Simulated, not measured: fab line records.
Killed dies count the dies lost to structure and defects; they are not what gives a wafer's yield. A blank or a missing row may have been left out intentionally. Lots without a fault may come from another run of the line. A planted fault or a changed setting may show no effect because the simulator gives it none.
What tool caused it? | flow nand-harc | 18 wafers from 6 lots sampled at 5 of the route's 1159 steps

## WHAT EACH GAUGE READ, for each wafer
NHARC_END_SORT_01.
lot  | measured     | on        | killed-short
L726 | day 21 02:50 | prober-02 | 0 2 2
L739 | day 23 19:11 | prober-01 | 1 3 1
L742 | day 25 02:22 | prober-01 | 2 2 3

## EACH LOT AND THE TOOL THAT RAN IT (in order: tool; ch and the chambers of the sampled wafers; start)
lot  | NHARC_A_STAIRCASE_ETCH_230                    | NHARC_A_STAIRCASE_HM_DEP_456                                    | NHARC_A_STAIRCASE_DEP_259       | NHARC_A_STAIRCASE_DESCUM_291
L723 | rie-diel-04 ch 1,2,3, day 12 00:14 or earlier | acl-dep-01 ch 0, day 12 00:14                                   | pecvd-02 ch 0,2, day 12 02:37   | rie-diel-04 ch 0,1,2, day 12 03:38
L726 | rie-diel-02 ch 2,3, day 13 05:42 or earlier   | acl-dep-02 ch 0, day 13 05:42 and acl-dep-03 ch 0, day 13 08:46 | pecvd-01 ch 0,1,2, day 13 10:02 | rie-diel-05 ch 0,2,3, day 13 10:58
L724 | rie-diel-05 ch 1,2,3, day 13 06:55 or earlier | acl-dep-02 ch 0, day 13 06:55                                   | pecvd-02 ch 0,1,2, day 13 08:50 | rie-diel-05 ch 0,2,3, day 13 09:51
L739 | rie-diel-04 ch 0,3, day 15 20:11 or earlier   | acl-dep-03 ch 0, day 15 20:11                                   | pecvd-02 ch 0,1, day 15 22:03   | rie-diel-05 ch 0,1,2, day 15 23:03
L741 | rie-diel-04 ch 1,3, day 16 13:02 or earlier   | acl-dep-01 ch 0, day 16 13:02                                   | pecvd-01 ch 0,2, day 16 14:36   | rie-diel-02 ch 0,1, day 16 15:35
L742 | rie-diel-04 ch 0,1,3, day 16 18:46 or earlier | acl-dep-01 ch 0, day 16 18:46                                   | pecvd-02 ch 0,1, day 16 20:19   | rie-diel-02 ch 0,1,3, day 16 21:13
- NHARC_A_STAIRCASE_ETCH_230: etches the open film in C4F8/O2, target depth 100 nm, time 40.5 s.
- NHARC_A_STAIRCASE_HM_DEP_456: deposits aC, target thk 1500 nm.
- NHARC_A_STAIRCASE_DEP_259: deposits SiON, target thk 30 nm.
- NHARC_A_STAIRCASE_DESCUM_291: chemistry O2, time 3 s.

## THE ANSWER, worked out from the rows above alone
Rule: what is usual is taken from the lots themselves. The widest of any qualifying gaps counts: lots, ordered by their means at a reading, are off when they make up no more than a third of the lots, leave a main group of 4 or more, and stand apart from it by 3 or more times the standard deviation of that group's means. The tables above print the reading to a certain number of digits; a main group whose means all agree to those digits is not used. Also off: a lot with no number at a reading for which 4 or more lots have one. Where the step has rows for the other lots, those lots are counted as sound.
None of the lots is off at any reading shown; this tells nothing.

## WHAT THE SIMULATOR HAD PUT IN
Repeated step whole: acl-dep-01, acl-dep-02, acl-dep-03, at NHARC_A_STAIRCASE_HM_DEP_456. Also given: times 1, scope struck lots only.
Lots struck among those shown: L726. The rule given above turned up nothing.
